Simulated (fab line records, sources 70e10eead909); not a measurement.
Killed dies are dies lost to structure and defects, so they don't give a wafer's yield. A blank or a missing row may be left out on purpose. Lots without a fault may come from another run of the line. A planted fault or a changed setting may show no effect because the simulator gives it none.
Chamber matching | flow nand_harc | NHARC_A_CHANNEL_FILL_D1_ETCHBACK_20 on rie_diel-10: 4 sister chambers
The step etches the open film in C4F8/O2/Ar, target depth 27 nm, time 13.5 s. 27 wafers are shown with their chamber, then 12 later ones without.

WAFERS WITH THEIR CHAMBER
wafer  | chamber | rf_vpp_V (V) | oes_product_au (a.u.)
L077.1 | 3       | 987          | 1.00
L077.4 | 2       | 970          | 1.01
L077.6 | 0       | 970          | 1.01
L078.2 | 1       | 975          | 0.97
L078.3 | 3       | 988          | 0.96
L078.6 | 2       | 971          | 0.95
L081.2 | 0       | 971          | 1.02
L081.4 | 1       | 976          | 1.02
L081.5 | 2       | 971          | 1.00
L083.1 | 3       | 988          | 0.97
L083.2 | 1       | 978          | 1.00
L083.3 | 2       | 971          | 0.98
L083.4 | 0       | 971          | 0.99
L083.5 | 3       | 987          | 0.98
L083.6 | 0       | 972          | 0.99
L085.2 | 3       | 988          | 0.93
L085.3 | 2       | 971          | 0.92
L085.4 | 1       | 978          | 0.93
L086.1 | 1       | 977          | 0.93
L086.2 | 3       | 987          | 0.91
L086.4 | 0       | 969          | 0.92
L089.3 | 3       | 989          | 0.92
L089.4 | 1       | 977          | 0.93
L089.5 | 2       | 972          | 0.92
L088.2 | 1       | 977          | 0.94
L088.3 | 3       | 987          | 0.93
L088.4 | 0       | 970          | 0.94

SIGNATURES (means of the wafers above)
reading        | chamber 0 | chamber 1 | chamber 2 | chamber 3 | scatter within a chamber
rf_vpp_V       | 970.50    | 976.86    | 971.00    | 987.62    | 0.89
oes_product_au | 0.9783    | 0.9600    | 0.9633    | 0.9500    | 0.0368
Rule: a wafer's distance from a chamber is the root of the sum, over the readings, of the square of ((its reading less the chamber's mean) divided by the reading's scatter). The wafer belongs to the nearest chamber; if the next one is less than 2 further off, it can't be placed. The scatter: the root of (the sum of the squares of (reading less its chamber's mean) over the shown wafers, divided by (wafers less chambers)).

WAFERS WITHOUT THEIR CHAMBER
wafer  | rf_vpp_V (V) | oes_product_au (a.u.)
L091.1 | 971          | 0.94
L091.3 | 978          | 0.93
L091.4 | 989          | 0.92
L093.1 | 971          | 0.93
L093.4 | 977          | 0.93
L093.6 | 989          | 0.92
L094.2 | 970          | 0.92
L094.3 | 986          | 0.93
L094.4 | 977          | 0.93
L097.3 | 970          | 0.92
L097.5 | 971          | 0.94
L097.6 | 976          | 0.94

WHICH CHAMBER EACH WENT THROUGH
wafer  | from the rows above     | in truth
L091.1 | can't be placed: 2 or 0 | 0
L091.3 | 1                       | 1
L091.4 | 3                       | 3
L093.1 | can't be placed: 2 or 0 | 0
L093.4 | 1                       | 1
L093.6 | 3                       | 3
L094.2 | can't be placed: 2 or 0 | 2
L094.3 | 3                       | 3
L094.4 | 1                       | 1
L097.3 | can't be placed: 2 or 0 | 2
L097.5 | can't be placed: 2 or 0 | 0
L097.6 | 1                       | 1
Placed correctly: 7 of 12. Can't be placed from these rows: 5 (the true chamber is among the candidates in 5). Placed wrongly: 0.
